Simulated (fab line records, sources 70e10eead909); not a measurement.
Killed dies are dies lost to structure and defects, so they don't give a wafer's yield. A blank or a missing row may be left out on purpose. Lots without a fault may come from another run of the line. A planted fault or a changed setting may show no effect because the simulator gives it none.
A struck lot beside a sound one | flow nand_harc | 14 steps out of a route of 1159
Sound: wafers L341.1, L341.5, L341.6. Struck: wafer L337.2. (L337.6 of the same lot was not struck and is left out.) The cause comes at the end.
At each step with rows: each side's tool, then ch and its chambers, then its first start. Under that, the readings that differ: sound wafers | struck wafers | difference of the means | sigmas: that difference in standard deviations of wafers without a fault.
alike: readings whose means differ by less than 2 such deviations, and words and numbers that are the same on both sides. not compared: withheld readings, readings that some wafer has no value for, bounds like >300 that may hide the same value, and numbers for which the record gives no deviation and whose values overlap.
The two part at a step that has a row with sigmas, a row that says differs or no value, or rows on one side only. Numbers that don't overlap but have no deviation are shown without sigmas and don't part them. A reading that every wafer of one side lacks parts them only if that side has two wafers or more.

first, 1 step without rows for these wafers: NHARC_A_WL_FILL_ANNEAL_08 (time 1800 s).
NHARC_A_WL_FILL_ALD_10: deposits SiO2, target thk 50 nm, pulse time 10 s, ald cycles 500.
  sound on ald_hk-01 ch 2,3, day 20 11:14; struck on ald_hk-01 ch 0, day 19 17:23
  alike: heater_power_w, precursor_pulse_height_rel
  not compared: ald_cycles, since_wet_clean_h
NHARC_A_WL_FILL_ETCHBACK_16: etches the open film in C4F8/O2/Ar, target depth 88 nm, time 17.6 s.
  sound on rie_diel-06 ch 0,3; struck on rie_diel-09 ch 1
  alike: oes_product_au, rf_vpp_V
  not compared: rf_hours_counter_h
NHARC_A_WL_FILL_STRIP_29: strips in O2, time 20 s.
  sound on rie_diel-06 ch 0,1, day 20 16:00; struck on rie_diel-09 ch 0, day 19 21:37
  reading      | sound          | struck | difference | sigmas
  rf_vpp_V (V) | 58.5 57.1 58.5 | 55.5   | -2.5       | -3
  alike: drypump_motor_current_A, oes_product_au, showerhead_plenum_p_Torr, throttle_valve_pct
  not compared: rf_hours_counter_h
NHARC_A_WL_FILL_ETCHBACK_17: etches the open film in Cl2/BCl3, target depth 4 nm, time 26.7 s.
  sound on rie_metal-01 ch 0,1, day 20 16:05; struck on rie_metal-02 ch 1, day 19 21:44
  reading                     | sound          | struck | difference | sigmas
  drypump_motor_current_A (A) | 5.93 6.04 5.93 | 5.40   | -0.57      | -2
  alike: oes_product_au
  not compared: rf_hours_counter_h
then, 3 steps without rows for these wafers: NHARC_A_WL_FILL_PRECLEAN_18 (cleans in dHF, time 30 s); NHARC_A_WL_FILL_SRD_21; NHARC_A_WL_FILL_CVD_23 (deposits poly-Si, target thk 40 nm, time 800 s).
NHARC_A_WL_FILL_ETCHBACK_26: etches the open film in HBr, target depth 52 nm, time 13.3 s.
  sound on rie_si-01 ch 0,1, day 20 21:25; struck on rie_si-05 ch 2, day 20 02:47
  alike: drypump_motor_current_A, oes_product_au, throttle_valve_pct
  not compared: rf_hours_counter_h
then, 2 steps without rows for these wafers: NHARC_A_WL_FILL_PRECLEAN_30 (cleans in dHF, time 10 s); NHARC_A_WL_FILL_SRD_14.
NHARC_A_WL_FILL_ALD_19: deposits TiN, target thk 2 nm, pulse time 3 s, ald cycles 100.
  sound on ald_metal-01 ch 2,3, day 20 21:40; struck on ald_metal-02 ch 3, day 20 03:03
  reading    | sound       | struck | difference | sigmas
  ald_cycles | 100 100 100 | 47     | -53        |
  alike: heater_power_w, precursor_pulse_height_rel
  not compared: since_wet_clean_h
then, 1 step without rows for these wafers: NHARC_A_WL_FILL_CVD_20 (deposits W, target thk 75 nm, time 5064 s).
-- the record jumps here: 4 days lie between the struck wafers' starts before and after (it left off in module A_WL_FILL and takes up again in module END, whose first step shown is number 1159 of the route) --
NHARC_END_SORT_01:
  the record has rows for the struck wafers here (prober-01 ch 0, day 23 22:55) and none for the sound ones

WHERE THEY PART
First at NHARC_A_WL_FILL_STRIP_29; last, within this record, at NHARC_END_SORT_01.

WHY: what the simulator had put in
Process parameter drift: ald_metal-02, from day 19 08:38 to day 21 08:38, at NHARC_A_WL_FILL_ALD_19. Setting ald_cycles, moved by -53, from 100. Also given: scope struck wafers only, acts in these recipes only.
